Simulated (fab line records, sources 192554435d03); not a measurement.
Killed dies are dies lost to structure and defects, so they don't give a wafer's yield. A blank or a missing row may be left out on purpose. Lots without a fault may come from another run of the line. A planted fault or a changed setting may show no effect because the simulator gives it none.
Chamber matching | flow n5_finfet | N5_BEOL_M11_VIA_ETCH_34 on rie_diel-05: 4 sister chambers
The step etches SiCOH lowk in C4F6/O2, target depth 184.5 nm, time 69.2 s. 8 wafers are shown with their chamber, then 6 later ones without.

WAFERS WITH THEIR CHAMBER
wafer  | chamber | drypump_motor_current_A (A) | rf_vpp_V (V)
L190.4 | 0       | 4.7                         | 659
L190.5 | 1       | 5.9                         | 662
L188.2 | 2       | 5.5                         | 653
L188.4 | 0       | 4.7                         | 658
L193.3 | 1       | 5.9                         | 662
L193.6 | 3       | 4.9                         | 652
L195.2 | 2       | 5.5                         | 652
L195.3 | 3       | 5.0                         | 653

WAFERS WITHOUT THEIR CHAMBER
wafer  | drypump_motor_current_A (A) | rf_vpp_V (V)
L195.5 | 4.9                         | 653
L196.1 | 5.0                         | 654
L196.4 | 4.7                         | 659
L206.1 | 4.7                         | 658
L206.3 | 5.5                         | 652
L206.6 | 5.9                         | 664

WHICH CHAMBER EACH WENT THROUGH
wafer  | from the rows above | in truth
L195.5 | 3                   | 3
L196.1 | 3                   | 3
L196.4 | 0                   | 0
L206.1 | 0                   | 0
L206.3 | 2                   | 2
L206.6 | 1                   | 1
Placed correctly: 6 of 6. Can't be placed from these rows: 0. Placed wrongly: 0.
How it was worked out, from the rows above alone: a wafer's distance from a chamber is the root of the sum, over the readings, of the square of ((its reading less the chamber's mean) divided by the reading's scatter). The wafer belongs to the nearest chamber; if the next one is less than 2 further off, it can't be placed. A chamber's mean is the mean of its shown wafers. The scatter: the root of (the sum of the squares of (reading less its chamber's mean) over the shown wafers, divided by (wafers less chambers)).
